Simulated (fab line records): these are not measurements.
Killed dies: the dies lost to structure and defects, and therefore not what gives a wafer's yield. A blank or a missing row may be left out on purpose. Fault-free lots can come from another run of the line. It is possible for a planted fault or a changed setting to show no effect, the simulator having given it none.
Split-lot experiment :: flow n5Finfet :: 21 wafers read across 7 lots, on a route 1938 steps long

== THE SPLIT ==
At N5_BEOL_M8_ETCH_65 (etches SiARC in CF4, target depth 15.6 nm, time 26 s), the setting sourceW was moved away from the recipe's 545 W on 4 of the 21 wafers read, by -14.0% to -7.0%. The other wafers ran this setting at the recipe's value.

The reading is taken at the split's own step.

== THE READING ==
rfVppV, in V, at N5_BEOL_M8_ETCH_65 (etches SiARC in CF4, target depth 15.6 nm, time 26 s). Typical for fault-free wafers on this fab line: 184.2 V, with standard deviation 1.3 V.

wafer: L075.1
tool, chamber at the split: rieDiel-05, 3
sourceW as run, W: 468.5
against the recipe: -14.0%
rfVppV, V: 192.8
against lot-mates on the recipe: +8.4

wafer: L075.2
tool, chamber at the split: rieDiel-05, 0
sourceW as run, W: 468.5
against the recipe: -14.0%
rfVppV, V: 193.1
against lot-mates on the recipe: +8.7

wafer: L075.3
tool, chamber at the split: rieDiel-05, 1
sourceW as run, W: 545
against the recipe: recipe
rfVppV, V: 184.4
against lot-mates on the recipe: -

wafer: L082.1
tool, chamber at the split: rieDiel-05, 2
sourceW as run, W: 545
against the recipe: recipe
rfVppV, V: 184.3
against lot-mates on the recipe: -

wafer: L082.2
tool, chamber at the split: rieDiel-05, 0
sourceW as run, W: 545
against the recipe: recipe
rfVppV, V: 185.7
against lot-mates on the recipe: -

wafer: L082.5
tool, chamber at the split: rieDiel-05, 2
sourceW as run, W: 545
against the recipe: recipe
rfVppV, V: 184.1
against lot-mates on the recipe: -

wafer: L081.1
tool, chamber at the split: rieDiel-03, 3
sourceW as run, W: 545
against the recipe: recipe
rfVppV, V: 183.3
against lot-mates on the recipe: -

wafer: L081.2
tool, chamber at the split: rieDiel-03, 0
sourceW as run, W: 545
against the recipe: recipe
rfVppV, V: 183.3
against lot-mates on the recipe: -

wafer: L081.5
tool, chamber at the split: rieDiel-03, 2
sourceW as run, W: 545
against the recipe: recipe
rfVppV, V: 183.3
against lot-mates on the recipe: -

wafer: L084.3
tool, chamber at the split: rieDiel-03, 1
sourceW as run, W: 545
against the recipe: recipe
rfVppV, V: 183.7
against lot-mates on the recipe: -

wafer: L084.5
tool, chamber at the split: rieDiel-03, 3
sourceW as run, W: 545
against the recipe: recipe
rfVppV, V: 182.9
against lot-mates on the recipe: -

wafer: L084.6
tool, chamber at the split: rieDiel-03, 0
sourceW as run, W: 545
against the recipe: recipe
rfVppV, V: 185.2
against lot-mates on the recipe: -

wafer: L096.2
tool, chamber at the split: rieDiel-05, 0
sourceW as run, W: 545
against the recipe: recipe
rfVppV, V: 185.0
against lot-mates on the recipe: -

wafer: L096.3
tool, chamber at the split: rieDiel-05, 1
sourceW as run, W: 545
against the recipe: recipe
rfVppV, V: 184.0
against lot-mates on the recipe: -

wafer: L096.4
tool, chamber at the split: rieDiel-05, 3
sourceW as run, W: 545
against the recipe: recipe
rfVppV, V: 185.7
against lot-mates on the recipe: -

wafer: L094.3
tool, chamber at the split: rieDiel-03, 1
sourceW as run, W: 545
against the recipe: recipe
rfVppV, V: 184.4
against lot-mates on the recipe: -

wafer: L094.4
tool, chamber at the split: rieDiel-03, 0
sourceW as run, W: 545
against the recipe: recipe
rfVppV, V: 184.2
against lot-mates on the recipe: -

wafer: L094.5
tool, chamber at the split: rieDiel-03, 3
sourceW as run, W: 506.8
against the recipe: -7.0%
rfVppV, V: 190.6
against lot-mates on the recipe: +6.3

wafer: L097.3
tool, chamber at the split: rieDiel-01, 2
sourceW as run, W: 545
against the recipe: recipe
rfVppV, V: 186.3
against lot-mates on the recipe: -

wafer: L097.5
tool, chamber at the split: rieDiel-01, 0
sourceW as run, W: 545
against the recipe: recipe
rfVppV, V: 186.3
against lot-mates on the recipe: -

wafer: L097.6
tool, chamber at the split: rieDiel-01, 3
sourceW as run, W: 503.3
against the recipe: -7.7%
rfVppV, V: 190.1
against lot-mates on the recipe: +3.8

THE FIT
A straight line over all 21 wafers: rfVppV changes by -0.64 V for each +1% of sourceW; r = -0.94; the points scatter about the line by 1.1 V.
The same after taking each lot's own level away (the mean of its wafers on the recipe; 21 wafers): -0.622 V for each +1%; r = -0.97; scatter 0.74 V.
The reading moves by 8.7 V for the largest change in sourceW, on that fit.
The span of the lots' own levels, 183.30 to 186.30 V, comes to 2.3 times the standard deviation stated above.
The two slopes are in agreement: the lot-to-lot level therefore moves the slope only a little.
Check: +8.99 V against its lot-mates is what the line predicts for one of the wafers moved furthest among these (-14.0%) when that wafer is left out of the fit. Against them it came out at +8.4 V.
Tool readings at the split's step, against how far the setting was moved: rfVppV r = -0.94.

== THESE WAFERS: OTHER SPLITS ==
Other splits were also applied to these wafers ahead of the reading. Each is held against what the fit with the lots' levels taken away leaves over:
other split on the same wafers: N5_BEOL_M5_ETCH_72 biasW
wafers away from the commonest value: 4
r with rfVppV (lot level and that fit taken away): -0.10

other split on the same wafers: N5_BEOL_M6_ILD_DEP_00 timeS
wafers away from the commonest value: 6
r with rfVppV (lot level and that fit taken away): +0.03

other split on the same wafers: N5_BEOL_M6_COAT_05 spinRpm
wafers away from the commonest value: 7
r with rfVppV (lot level and that fit taken away): +0.14

other split on the same wafers: N5_BEOL_M7_COAT_05 spinRpm
wafers away from the commonest value: 7
r with rfVppV (lot level and that fit taken away): -0.17

other split on the same wafers: N5_BEOL_M7_ETCH_61 sourceW
wafers away from the commonest value: 6
r with rfVppV (lot level and that fit taken away): +0.09

other split on the same wafers: N5_BEOL_M8_PECVD_70 timeS
wafers away from the commonest value: 6
r with rfVppV (lot level and that fit taken away): +0.00

== THE FILE'S OWN FIT ==
rfVppV changes by -0.637 V for each +1% of sourceW, r = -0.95.
